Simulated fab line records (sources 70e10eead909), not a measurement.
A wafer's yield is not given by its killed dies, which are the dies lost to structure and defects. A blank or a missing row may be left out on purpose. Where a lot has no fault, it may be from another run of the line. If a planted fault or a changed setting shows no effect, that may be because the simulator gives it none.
Matching of chambers || flow nandHarc || NHARC_A_STAIRCASE_ETCH_271 on rieDiel-09: 4 sister chambers
The step etches the open film in CF4/CHF3. 4 wafers are shown with their chamber, then 10 later ones without.

== EACH WAFER AND ITS CHAMBER ==
{"wafer": "L086.1", "chamber": 1, "showerheadPlenumPTorr (Torr)": 1.57}
{"wafer": "L086.3", "chamber": 2, "showerheadPlenumPTorr (Torr)": 1.49}
{"wafer": "L087.1", "chamber": 0, "showerheadPlenumPTorr (Torr)": 1.58}
{"wafer": "L087.2", "chamber": 3, "showerheadPlenumPTorr (Torr)": 1.56}

== WAFERS WHOSE CHAMBER IS MISSING ==
{"wafer": "L087.4", "showerheadPlenumPTorr (Torr)": 1.49}
{"wafer": "L092.1", "showerheadPlenumPTorr (Torr)": 1.58}
{"wafer": "L092.2", "showerheadPlenumPTorr (Torr)": 1.56}
{"wafer": "L092.3", "showerheadPlenumPTorr (Torr)": 1.48}
{"wafer": "L093.1", "showerheadPlenumPTorr (Torr)": 1.56}
{"wafer": "L093.4", "showerheadPlenumPTorr (Torr)": 1.48}
{"wafer": "L093.5", "showerheadPlenumPTorr (Torr)": 1.48}
{"wafer": "L097.1", "showerheadPlenumPTorr (Torr)": 1.48}
{"wafer": "L097.4", "showerheadPlenumPTorr (Torr)": 1.56}
{"wafer": "L097.5", "showerheadPlenumPTorr (Torr)": 1.58}

== WHICH CHAMBER EACH WENT THROUGH ==
{"wafer": "L087.4", "from the rows above": 2, "in truth": 2}
{"wafer": "L092.1", "from the rows above": "can't be placed: 0 or 1", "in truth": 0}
{"wafer": "L092.2", "from the rows above": "can't be placed: 3 or 1", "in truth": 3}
{"wafer": "L092.3", "from the rows above": 2, "in truth": 2}
{"wafer": "L093.1", "from the rows above": "can't be placed: 3 or 1", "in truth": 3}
{"wafer": "L093.4", "from the rows above": 2, "in truth": 2}
{"wafer": "L093.5", "from the rows above": 2, "in truth": 2}
{"wafer": "L097.1", "from the rows above": 2, "in truth": 2}
{"wafer": "L097.4", "from the rows above": "can't be placed: 3 or 1", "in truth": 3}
{"wafer": "L097.5", "from the rows above": "can't be placed: 0 or 1", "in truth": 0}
Correct placement for 5 of the 10. These rows do not allow placing 5 (true chamber among the candidates in 5). Number placed wrongly: 0.
How it was worked out, from the rows above alone: a wafer's distance from a chamber is the root of the sum, over the readings, of the square of ((its reading less the chamber's mean) divided by the reading's scatter). The wafer belongs to the nearest chamber; if the next one is less than 2 further off, it can't be placed. For every chamber, the mean is computed from those of its wafers that are shown. The scatter: with one shown wafer a chamber, the root of the mean of the squares of how far each hidden wafer lies from its nearest shown one.
